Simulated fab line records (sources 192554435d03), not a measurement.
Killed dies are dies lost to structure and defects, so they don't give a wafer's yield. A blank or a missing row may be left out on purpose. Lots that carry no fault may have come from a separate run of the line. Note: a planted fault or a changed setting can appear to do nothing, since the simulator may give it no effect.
Split-lot study	flow n5_finfet	21 wafers read across 7 lots, on a route 1938 steps long

== ABOUT THE SPLIT ==
At N5_MOL_CONTACT_COAG_COAT_103 (time 60 s, resist thk 80 nm), the setting spin_rpm was moved away from the recipe's 1500 rpm on 4 of the 21 wafers read, by -10.2% to +5.0%. This setting was run at the recipe's value on the other wafers.

== FROM THE SPLIT TO THE READING: what the file shows between them, 10 steps ==
- N5_MOL_CONTACT_COAG_COAT_104: time 60 s, resist thk 12 nm
- N5_MOL_CONTACT_COAG_COAT_58: time 60 s, resist thk 10 nm
- N5_MOL_CONTACT_COAG_ETCH_59: etches underlayer in N2/H2, target depth 13 nm, time 10.4 s
- N5_MOL_CONTACT_COAG_ETCH_105: etches SiARC in CF4, target depth 15.6 nm, time 26 s
- N5_MOL_CONTACT_COAG_ETCH_106: etches SOC in N2/H2, target depth 80 nm, overetch 16 nm, time 120 s
- N5_MOL_CONTACT_COAG_STRIP_107: strips in N2/H2
- N5_MOL_CONTACT_COAG_STRIP_108: strips in N2/H2
- N5_MOL_CONTACT_COAG_CONTACT_ETCH_14: etches SiO2 in C4F6/O2, target depth 27.5 nm, overetch 8.5 nm, time 20 s
- N5_MOL_CONTACT_COAG_STRIP_109: strips in C4F6/O2
- N5_MOL_CONTACT_COAG_ETCH_15: etches SiNx in CH3F/O2, stops on Si:P, target depth 7 nm

== THE READING ==
SOC_of_MOL_CONTACT_COAG_COAT_103.thk_nm (the simulator's own value, which no gauge read), in nm, at N5_MOL_CONTACT_COAG_ETCH_110 (etches Si in CF4/O2, target depth 2.5 nm, time 8 s). The file does not state a usual value for it. Across the 17 wafers here that went through the recipe, the average is 73.8 nm and the standard deviation 0.18 nm.

wafer	tool, chamber at the split	spin_rpm as run, rpm	against the recipe	SOC_of_MOL_CONTACT_COAG_COAT_103.thk_nm, nm	against lot-mates on the recipe
L077.3	litho_track-01, 0	1500	recipe	73.8	-
L077.4	litho_track-01, 0	1500	recipe	73.8	-
L077.6	litho_track-01, 0	1500	recipe	73.8	-
L074.1	litho_track-03, 0	1500	recipe	73.8	-
L074.3	litho_track-03, 0	1500	recipe	73.8	-
L074.5	litho_track-03, 0	1500	recipe	73.6	-
L081.4	litho_track-01, 0	1500	recipe	73.6	-
L081.5	litho_track-01, 0	1347	-10.2%	77.8	+4.2
L081.6	litho_track-01, 0	1347	-10.2%	77.4	+3.8
L083.2	litho_track-02, 0	1500	recipe	73.8	-
L083.3	litho_track-02, 0	1500	recipe	73.8	-
L083.6	litho_track-02, 0	1500	recipe	74.2	-
L087.1	litho_track-02, 0	1500	recipe	74.2	-
L087.3	litho_track-02, 0	1393	-7.1%	77	+2.9
L087.4	litho_track-02, 0	1500	recipe	74	-
L093.2	litho_track-03, 0	1500	recipe	74	-
L093.4	litho_track-03, 0	1500	recipe	73.8	-
L093.6	litho_track-03, 0	1500	recipe	73.6	-
L096.3	litho_track-03, 0	1500	recipe	73.6	-
L096.4	litho_track-03, 0	1575	+5.0%	72.2	-1.5
L096.6	litho_track-03, 0	1500	recipe	73.8	-

THE FIT
A straight line over all 21 wafers: SOC_of_MOL_CONTACT_COAG_COAT_103.thk_nm changes by -0.377 nm for each +1% of spin_rpm; r = -0.99; the points scatter about the line by 0.22 nm.
The same after taking each lot's own level away (the mean of its wafers on the recipe; 21 wafers): -0.384 nm for each +1%; r = -0.99; scatter 0.17 nm.
According to that fit, moving spin_rpm by its largest amount changes the reading by 3.9 nm.
Across the lots, their own levels run from 73.60 to 74.10 nm, a range of 2.8 times the standard deviation given above.
Consequently the slope shifts little with the lot-to-lot level, the two slopes agreeing.
Check: +3.8 nm against its lot-mates is what the line predicts for one of the wafers moved furthest among these (-10.2%) when that wafer is left out of the fit. It came out at +4.2 nm against them.

== ADDITIONAL SPLITS CARRIED BY THESE WAFERS ==
Before the reading, these wafers also passed through other splits. Each is held against what the fit with the lots' levels taken away leaves over:
other split on the same wafers	wafers away from the commonest value	r with SOC_of_MOL_CONTACT_COAG_COAT_103.thk_nm (lot level and that fit taken away)
N5_SD_EPI_N_EPI_21 epi_growth_time_s	9	+0.14
N5_SDB_EXPOSE_08 dose_mj	8	-0.28
N5_HKMG_FIN_PEB_10 peb_time_s	8	-0.08
N5_GATE_CUT_DESCUM_18 time_s	4	+0.50

== THE WHOLE CHAIN: every reading that the file lists as answering this split, in the file's order ==
step	what it does	reading	change (the file's fit)	r (the file's)
N5_MOL_CONTACT_COAG_COAT_103	time 60 s, resist thk 80 nm	SOC_of_MOL_CONTACT_COAG_COAT_103.thk_nm (the simulator's own value, which no gauge read)	-0.395 nm for each +1% of the setting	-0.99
N5_MOL_CONTACT_COAG_ETCH_106	etches SOC in N2/H2, target depth 80 nm, overetch 16 nm, time 120 s	etch.depth_nm (the simulator's own value, which no gauge read)	-0.397 nm for each +1% of the setting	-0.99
N5_MOL_CONTACT_COAG_CONTACT_ETCH_14	etches SiO2 in C4F6/O2, target depth 27.5 nm, overetch 8.5 nm, time 20 s	SOC_of_MOL_CONTACT_COAG_COAT_103.thk_nm (the simulator's own value, which no gauge read)	-0.389 nm for each +1% of the setting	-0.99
N5_MOL_CONTACT_COAG_ETCH_110	etches Si in CF4/O2, target depth 2.5 nm, time 8 s	SOC_of_MOL_CONTACT_COAG_COAT_103.thk_nm (the simulator's own value, which no gauge read)	-0.383 nm for each +1% of the setting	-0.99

== FILE'S OWN FIT ==
SOC_of_MOL_CONTACT_COAG_COAT_103.thk_nm changes by -0.383 nm for each +1% of spin_rpm, r = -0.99.
